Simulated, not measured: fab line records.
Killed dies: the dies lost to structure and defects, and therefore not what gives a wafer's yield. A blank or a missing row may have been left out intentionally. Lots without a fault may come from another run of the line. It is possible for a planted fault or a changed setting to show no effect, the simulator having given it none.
Struck lot and sound lot, side by side	flow nand-harc	14 out of 1302 route steps
Sound: these wafers, L427.1, L427.2, L427.5. Wafers L430.1, L430.4, L430.6 were the ones struck. The cause is given at the end.
Per side, at each step with rows, come the tool, then ch with its chambers, and then its first start. Under that, the readings that differ: sound wafers	struck wafers	difference of the means	sigmas: that difference in standard deviations of wafers without a fault.
alike: a reading whose means differ by less than 2 such deviations, as well as words and numbers matching on both sides. not compared: withheld readings; readings where some wafer has no value; bounds like >300 that might hide an equal value; numbers whose values overlap and for which the record gives no deviation.
The two part at a step that has a row with sigmas, a row that says differs or no value, or rows on one side only. Non-overlapping numbers with no deviation appear without sigmas and do not part them. Lack of a reading on every wafer of one side parts them only where that side has two or more wafers.

first, 1 step without rows for these wafers: NHARC_A_CHANNEL_HOLE_D2_ETCH_44 (etches the open film in CF4/O2, target depth 140 nm, overetch 14 nm, time 77 s).
NHARC_A_CHANNEL_HOLE_D2_STRIP_28: strips in O2.
  sound: rie-diel-06 ch 0,1; struck: rie-diel-01 ch 2,3
  alike: drypump-motor-current-A, oes-product-au, rf-vpp-V, showerhead-plenum-p-Torr, throttle-valve-pct
  not compared: rf-hours-counter-h
then, 2 steps without rows for these wafers: NHARC_A_CHANNEL_HOLE_D2_PRECLEAN_29 (cleans in SC1); NHARC_A_CHANNEL_HOLE_D2_SRD_30.
NHARC_A_CHANNEL_HOLE_D2_CD_MEAS_31:
  sound: cd-sem-02 at day 18 06:07; struck: cd-sem-01 at day 19 06:08
  alike: cd-nm
NHARC_A_CHANNEL_HOLE_D2_XSEM_32:
  sound on xsem-02 ch 0, day 18 06:12; struck on xsem-02 ch 0, day 19 06:13
  alike: bot-cd-nm, bow-nm, tilt-deg
NHARC_A_CHANNEL_HOLE_D2_INSPECT_40:
  sound: defect-inspect-02 at day 18 06:18; struck: defect-inspect-01 at day 19 06:19
reading	sound	struck	difference	sigmas
raw-defect-count	231 433 420	231 158 132	-188	-2
then, 3 steps without rows for these wafers: NHARC_A_CHANNEL_FILL_D2_PRECLEAN_00 (cleans in SC1); NHARC_A_CHANNEL_FILL_D2_SRD_01; NHARC_A_CHANNEL_FILL_D2_ALD_02 (deposits SiO2, target thk 6 nm, pulse time 10 s, ald cycles 60).
NHARC_A_CHANNEL_FILL_D2_ALD_03: deposits SiNx, target thk 6 nm, pulse time 60 s, ald cycles 58.
  sound: ald-sin-batch-02 ch 0; struck: ald-sin-batch-01 ch 0
reading	sound	struck	difference	sigmas
susceptor-temp-C (C)	- - -	629.8 630.0 630.0	no value on the sound wafers	
  alike: precursor-pulse-height-rel
NHARC_A_CHANNEL_FILL_D2_ALD_14: deposits SiO2, target thk 2.5 nm, pulse time 10 s, ald cycles 25.
  sound on ald-hk-02 ch 0,1,2, day 18 11:49; struck on ald-hk-02 ch 0,2, day 19 13:35
reading	sound	struck	difference	sigmas
susceptor-temp-C (C)	299.73 299.69 300.12	- - -	no value on the struck wafers	
  alike: heater-power-w, precursor-pulse-height-rel
NHARC_A_CHANNEL_FILL_D2_ALD_15: deposits SiNx, target thk 2 nm, pulse time 60 s, ald cycles 19.
  sound on ald-sin-batch-02 ch 0, day 18 14:56; struck on ald-sin-batch-02 ch 0, day 19 16:40
reading	sound	struck	difference	sigmas
susceptor-temp-C (C)	629.8 629.5 629.7	680.3 679.9 680.4	+50.5	+99 or more
  alike: precursor-pulse-height-rel
NHARC_A_CHANNEL_FILL_D2_ALD_16: deposits SiO2, target thk 1.5 nm, pulse time 10 s, ald cycles 15.
  sound on ald-hk-03 ch 0,1,3, day 18 17:01; struck on ald-hk-01 ch 0,2, day 19 18:55
  alike: heater-power-w, precursor-pulse-height-rel, susceptor-temp-C

== WHERE THEY PART ==
At NHARC_A_CHANNEL_HOLE_D2_INSPECT_40 first; at NHARC_A_CHANNEL_FILL_D2_ALD_15 last (within this record only). Later steps at which nothing parts them and some readings are alike: NHARC_A_CHANNEL_FILL_D2_ALD_16.

WHY: what the simulator had put in
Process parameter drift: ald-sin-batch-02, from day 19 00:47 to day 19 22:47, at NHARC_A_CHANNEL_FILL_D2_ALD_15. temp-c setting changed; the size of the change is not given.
